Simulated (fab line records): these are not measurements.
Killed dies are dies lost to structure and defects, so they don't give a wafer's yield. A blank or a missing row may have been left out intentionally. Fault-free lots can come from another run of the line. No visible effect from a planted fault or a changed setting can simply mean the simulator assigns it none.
Which tool is to blame? | flow nand_harc | 24 lots, 72 wafers sampled, at 6 steps of a route of 1302

WHAT THE GAUGES SHOWED, per wafer
NHARC_P_M2_INSPECT_27.
lot  | measured     | on                | raw_defect_count
L075 | day 6 17:32  | defect_inspect-02 | 329 294 249
L074 | day 6 18:44  | defect_inspect-01 | 282 278 139
L076 | day 7 08:07  | defect_inspect-02 | 464 204 228
L077 | day 7 21:41  | defect_inspect-01 | 180 281 240
L078 | day 8 06:52  | defect_inspect-01 | 286 203 186
L079 | day 8 17:23  | defect_inspect-01 | 349 376 606
L080 | day 9 06:09  | defect_inspect-01 | 242 242 270
L081 | day 9 14:59  | defect_inspect-01 | 460 294 371
L082 | day 10 00:56 | defect_inspect-01 | 188 283 342
L083 | day 10 05:34 | defect_inspect-01 | 166 306 373
L084 | day 10 14:40 | defect_inspect-01 | 388 264 297
L085 | day 11 04:56 | defect_inspect-02 | 273 216 233
L086 | day 11 15:56 | defect_inspect-02 | 512 414 486
L087 | day 11 19:25 | defect_inspect-01 | 164 189 213
L088 | day 12 18:52 | defect_inspect-02 | 214 184 136
L089 | day 12 19:40 | defect_inspect-02 | 324 826 309
L090 | day 13 11:07 | defect_inspect-01 | 219 337 199
L091 | day 13 19:01 | defect_inspect-01 | 200 216 185
L092 | day 14 00:40 | defect_inspect-02 | 430 547 859
L093 | day 14 12:46 | defect_inspect-01 | 468 346 533
L094 | day 15 04:22 | defect_inspect-02 | 298 193 143
L095 | day 15 04:41 | defect_inspect-02 | 346 612 372
L096 | day 15 13:45 | defect_inspect-02 | 205 221 242
L097 | day 15 22:40 | defect_inspect-01 | 209 280 303

NHARC_A_ZERO_WELL_CD_MEAS_10: the cd target is 2000 nm.
lot  | measured     | on        | cd_nm (nm)
L075 | day 6 23:31  | cd_sem-01 | 1999.2 1999.5 2005.1
L074 | day 7 00:53  | cd_sem-01 | 1993.8 1996.3 1996.3
L076 | day 7 13:58  | cd_sem-01 | 1998.4 1998.1 1999.5
L077 | day 8 03:25  | cd_sem-03 | 1997.9 2003.8 1998.4
L078 | day 8 12:43  | cd_sem-03 | 2002.2 2000.5 2003.2
L079 | day 8 23:30  | cd_sem-03 | 1997.9 2002.1 2002.2
L080 | day 9 12:08  | cd_sem-03 | 1998.9 2001.2 2000.2
L081 | day 9 20:54  | cd_sem-01 | 2003.2 2001.2 2004.9
L082 | day 10 06:39 | cd_sem-01 | 1996.9 1998.7 2002.6
L083 | day 10 11:18 | cd_sem-01 | 2000.7 1999.2 2004.0
L084 | day 10 20:26 | cd_sem-02 | 1998.5 1996.4 1999.6
L085 | day 11 10:41 | cd_sem-01 | 1998.4 2000.9 1997.0
L086 | day 11 22:01 | cd_sem-03 | 1998.1 2003.6 1994.8
L087 | day 12 01:01 | cd_sem-02 | 1992.5 1996.6 2000.8
L088 | day 13 00:30 | cd_sem-02 | 2000.2 1999.6 1998.8
L089 | day 13 01:41 | cd_sem-02 | 1998.5 1999.3 1997.4
L090 | day 13 16:56 | cd_sem-02 | 1999.0 1995.6 2002.2
L091 | day 14 00:52 | cd_sem-03 | 2002.3 1996.5 1997.7
L092 | day 14 06:23 | cd_sem-02 | 2000.2 2004.8 2002.4
L093 | day 14 18:37 | cd_sem-01 | 2002.7 2006.4 2002.4
L094 | day 15 10:14 | cd_sem-01 | 2002.0 2000.9 1999.5
L095 | day 15 10:35 | cd_sem-01 | 2003.6 2006.7 2002.9
L096 | day 15 19:28 | cd_sem-02 | 1997.2 1998.4 2003.3
L097 | day 16 04:24 | cd_sem-02 | 1998.3 1999.0 2001.6

EACH LOT AND THE TOOL THAT RAN IT (in order: tool; ch and the chambers of the sampled wafers; start)
lot  | NHARC_P_M2_PVD_20                       | NHARC_P_M2_CMP_23             | NHARC_P_M2_PRE_CLEAN_32         | NHARC_P_BONDPAD_PVD_17
L075 | pvd_sputter-03, day 6 17:08 or earlier  | cmp-01 ch 0,1,3, day 6 17:08  | pecvd-03 ch 0,1, day 6 17:37    | pvd_sputter-02, day 6 23:31 or earlier
L074 | pvd_sputter-01, day 6 18:16 or earlier  | cmp-01 ch 1,2,3, day 6 18:16  | pecvd-04 ch 0,2, day 6 18:48    | pvd_sputter-02, day 7 00:53 or earlier
L076 | pvd_sputter-02, day 7 07:38 or earlier  | cmp-01 ch 1,2,3, day 7 07:38  | pecvd-03 ch 1,2, day 7 08:11    | pvd_sputter-03, day 7 13:58 or earlier
L077 | pvd_sputter-01, day 7 21:13 or earlier  | cmp-02 ch 0,1,3, day 7 21:13  | pecvd-01 ch 0,1, day 7 21:46    | pvd_sputter-02, day 8 03:25 or earlier
L078 | pvd_sputter-01, day 8 06:25 or earlier  | cmp-02 ch 0,2,3, day 8 06:25  | pecvd-03 ch 0,1, day 8 06:55    | pvd_sputter-01, day 8 12:43 or earlier
L079 | pvd_sputter-02, day 8 16:56 or earlier  | cmp-02 ch 0,1,2, day 8 16:56  | pecvd-04 ch 0,1,2, day 8 17:28  | pvd_sputter-01, day 8 23:30 or earlier
L080 | pvd_sputter-03, day 9 05:42 or earlier  | cmp-04 ch 1,2,3, day 9 05:42  | pecvd-01 ch 0,1,2, day 9 06:16  | pvd_sputter-02, day 9 12:08 or earlier
L081 | pvd_sputter-03, day 9 14:35 or earlier  | cmp-01 ch 0,1,2, day 9 14:35  | pecvd-01 ch 0,2, day 9 15:04    | pvd_sputter-01, day 9 20:54 or earlier
L082 | pvd_sputter-02, day 10 00:29 or earlier | cmp-01 ch 0,2,3, day 10 00:29 | pecvd-01 ch 0,1,2, day 10 01:01 | pvd_sputter-01, day 10 06:39 or earlier
L083 | pvd_sputter-03, day 10 05:10 or earlier | cmp-02 ch 0,1,2, day 10 05:10 | pecvd-01 ch 1,2, day 10 05:39   | pvd_sputter-01, day 10 11:18 or earlier
L084 | pvd_sputter-03, day 10 14:11 or earlier | cmp-02 ch 0,2, day 10 14:11   | pecvd-01 ch 0,1, day 10 14:44   | pvd_sputter-03, day 10 20:26 or earlier
L085 | pvd_sputter-01, day 11 04:30 or earlier | cmp-01 ch 2,3, day 11 04:30   | pecvd-03 ch 0,1,2, day 11 05:01 | pvd_sputter-02, day 11 10:41 or earlier
L086 | pvd_sputter-02, day 11 15:29 or earlier | cmp-01 ch 0,1,2, day 11 15:29 | pecvd-04 ch 1,2, day 11 16:01   | pvd_sputter-01, day 11 22:01 or earlier
L087 | pvd_sputter-03, day 11 18:56 or earlier | cmp-02 ch 0,1, day 11 18:56   | pecvd-01 ch 0,1, day 11 19:29   | pvd_sputter-02, day 12 01:01 or earlier
L088 | pvd_sputter-01, day 12 18:24 or earlier | cmp-02 ch 0,3, day 12 18:24   | pecvd-01 ch 0,1, day 12 18:56   | pvd_sputter-01, day 13 00:30 or earlier
L089 | pvd_sputter-02, day 12 19:13 or earlier | cmp-04 ch 0,3, day 12 19:13   | pecvd-04 ch 0,2, day 12 19:46   | pvd_sputter-03, day 13 01:41 or earlier
L090 | pvd_sputter-01, day 13 10:40 or earlier | cmp-04 ch 2,3, day 13 10:40   | pecvd-01 ch 1,2, day 13 11:11   | pvd_sputter-01, day 13 16:56 or earlier
L091 | pvd_sputter-03, day 13 18:36 or earlier | cmp-04 ch 1,2,3, day 13 18:36 | pecvd-03 ch 0,1, day 13 19:05   | pvd_sputter-03, day 14 00:52 or earlier
L092 | pvd_sputter-02, day 14 00:16 or earlier | cmp-04 ch 0,1,3, day 14 00:16 | pecvd-03 ch 0,1,2, day 14 00:45 | pvd_sputter-03, day 14 06:23 or earlier
L093 | pvd_sputter-03, day 14 12:19 or earlier | cmp-04 ch 0,1,3, day 14 12:19 | pecvd-01 ch 1,2, day 14 12:50   | pvd_sputter-03, day 14 18:37 or earlier
L094 | pvd_sputter-01, day 15 03:58 or earlier | cmp-01 ch 1,2,3, day 15 03:58 | pecvd-01 ch 1,2, day 15 04:28   | pvd_sputter-01, day 15 10:14 or earlier
L095 | pvd_sputter-02, day 15 04:14 or earlier | cmp-04 ch 0,2,3, day 15 04:14 | pecvd-03 ch 0,2, day 15 04:46   | pvd_sputter-03, day 15 10:35 or earlier
L096 | pvd_sputter-01, day 15 13:16 or earlier | cmp-04 ch 0,2, day 15 13:16   | pecvd-03 ch 0,1, day 15 13:50   | pvd_sputter-01, day 15 19:28 or earlier
L097 | pvd_sputter-01, day 15 22:11 or earlier | cmp-04 ch 1,3, day 15 22:11   | pecvd-04 ch 0,1,2, day 15 22:44 | pvd_sputter-02, day 16 04:24 or earlier
- NHARC_P_M2_PVD_20: deposits TaN, target thk 5 nm, time 8.06 s.
- NHARC_P_M2_CMP_23: polishes, t overpolish 20 s, target thk 144.3 nm.
- NHARC_P_M2_PRE_CLEAN_32: time 12 s.
- NHARC_P_BONDPAD_PVD_17: deposits TaN, target thk 5 nm, time 8.06 s.

AS READ BY THE TOOLS THEMSELVES (means over the sampled wafers that have a number; for cases with no such wafer, the mark the record gives instead)
NHARC_P_M2_PVD_20.
lot  | tool           | throttle_valve_pct (%)
L075 | pvd_sputter-03 | 30.8
L074 | pvd_sputter-01 | 27.9
L076 | pvd_sputter-02 | 29.0
L077 | pvd_sputter-01 | 28.8
L078 | pvd_sputter-01 | 28.6
L079 | pvd_sputter-02 | 29.1
L080 | pvd_sputter-03 | 30.2
L081 | pvd_sputter-03 | 30.0
L082 | pvd_sputter-02 | 29.4
L083 | pvd_sputter-03 | 30.0
L084 | pvd_sputter-03 | 29.4
L085 | pvd_sputter-01 | 29.0
L086 | pvd_sputter-02 | 29.1
L087 | pvd_sputter-03 | 30.0
L088 | pvd_sputter-01 | 29.3
L089 | pvd_sputter-02 | 29.6
L090 | pvd_sputter-01 | 28.9
L091 | pvd_sputter-03 | 30.1
L092 | pvd_sputter-02 | 29.6
L093 | pvd_sputter-03 | 29.5
L094 | pvd_sputter-01 | 29.5
L095 | pvd_sputter-02 | 29.8
L096 | pvd_sputter-01 | 29.5
L097 | pvd_sputter-01 | 29.5

NHARC_P_M2_CMP_23.
lot  | tool   | motor_current_A (A) | time_to_endpoint_s (s)
L075 | cmp-01 | 14.0                | 29
L074 | cmp-01 | 14.3                | 30
L076 | cmp-01 | 13.7                | 29
L077 | cmp-02 | 12.2                | 30
L078 | cmp-02 | 11.5                | 30
L079 | cmp-02 | 11.9                | 26
L080 | cmp-04 | 12.9                | 29
L081 | cmp-01 | 14.1                | 31
L082 | cmp-01 | 13.7                | 33
L083 | cmp-02 | 12.1                | 26
L084 | cmp-02 | 11.4                | 26
L085 | cmp-01 | 14.1                | 32
L086 | cmp-01 | 14.0                | 33
L087 | cmp-02 | 12.3                | 30
L088 | cmp-02 | 11.5                | 25
L089 | cmp-04 | 11.9                | 32
L090 | cmp-04 | 13.5                | 30
L091 | cmp-04 | 12.2                | 31
L092 | cmp-04 | 11.9                | 29
L093 | cmp-04 | 11.8                | 29
L094 | cmp-01 | 14.1                | 30
L095 | cmp-04 | 12.7                | 28
L096 | cmp-04 | 13.4                | 31
L097 | cmp-04 | 11.8                | 30

NHARC_P_M2_PRE_CLEAN_32.
lot  | tool     | heater_power_w (W) | rf_fwd_power_W (W)
L075 | pecvd-03 | 662                | 292.7
L074 | pecvd-04 | 576                | 292.2
L076 | pecvd-03 | 718                | 292.3
L077 | pecvd-01 | 633                | 292.4
L078 | pecvd-03 | 680                | 292.0
L079 | pecvd-04 | 568                | 292.7
L080 | pecvd-01 | 671                | 292.7
L081 | pecvd-01 | 691                | 292.9
L082 | pecvd-01 | 642                | 292.8
L083 | pecvd-01 | 572                | 293.0
L084 | pecvd-01 | 662                | 292.6
L085 | pecvd-03 | 670                | 293.2
L086 | pecvd-04 | 585                | 291.7
L087 | pecvd-01 | 723                | 292.7
L088 | pecvd-01 | 669                | 292.0
L089 | pecvd-04 | 659                | 292.5
L090 | pecvd-01 | 622                | 293.3
L091 | pecvd-03 | 681                | 291.9
L092 | pecvd-03 | 694                | 291.9
L093 | pecvd-01 | 621                | 292.8
L094 | pecvd-01 | 559                | 292.1
L095 | pecvd-03 | 660                | 291.9
L096 | pecvd-03 | 670                | 292.5
L097 | pecvd-04 | 621                | 292.3

NHARC_P_BONDPAD_PVD_17.
lot  | tool           | throttle_valve_pct (%)
L075 | pvd_sputter-02 | 30.3
L074 | pvd_sputter-02 | 30.1
L076 | pvd_sputter-03 | 29.0
L077 | pvd_sputter-02 | 29.4
L078 | pvd_sputter-01 | 29.3
L079 | pvd_sputter-01 | 28.6
L080 | pvd_sputter-02 | 29.6
L081 | pvd_sputter-01 | 28.6
L082 | pvd_sputter-01 | 28.8
L083 | pvd_sputter-01 | 28.3
L084 | pvd_sputter-03 | 30.2
L085 | pvd_sputter-02 | 29.0
L086 | pvd_sputter-01 | 29.4
L087 | pvd_sputter-02 | 29.2
L088 | pvd_sputter-01 | 29.5
L089 | pvd_sputter-03 | 29.6
L090 | pvd_sputter-01 | 29.4
L091 | pvd_sputter-03 | 29.4
L092 | pvd_sputter-03 | 29.6
L093 | pvd_sputter-03 | 29.5
L094 | pvd_sputter-01 | 29.3
L095 | pvd_sputter-03 | 30.1
L096 | pvd_sputter-01 | 29.6
L097 | pvd_sputter-02 | 29.3

THE ANSWER, worked out from the rows above alone
Rule: usual is defined by the lots themselves. The widest of any qualifying gaps counts: lots, ordered by their means at a reading, are off when they make up no more than a third of the lots, leave a main group of 4 or more, and stand apart from it by 3 or more times the standard deviation of that group's means. The tables above print the reading to a certain number of digits; a main group whose means all agree to those digits is not used. Also off: a lot with no number at a reading for which 4 or more lots have one. The other lots that the step has rows for count as sound. The gauges are gone through in route order, then the tools' own readings, and for those a lot's mean is taken as printed above. At the first step where some lot is off, the reading lying furthest off is the one used; lots without a number count as furthest.
No lot is off on any of the readings shown, so nothing can be concluded from this.

WHAT THE SIMULATOR PUT IN
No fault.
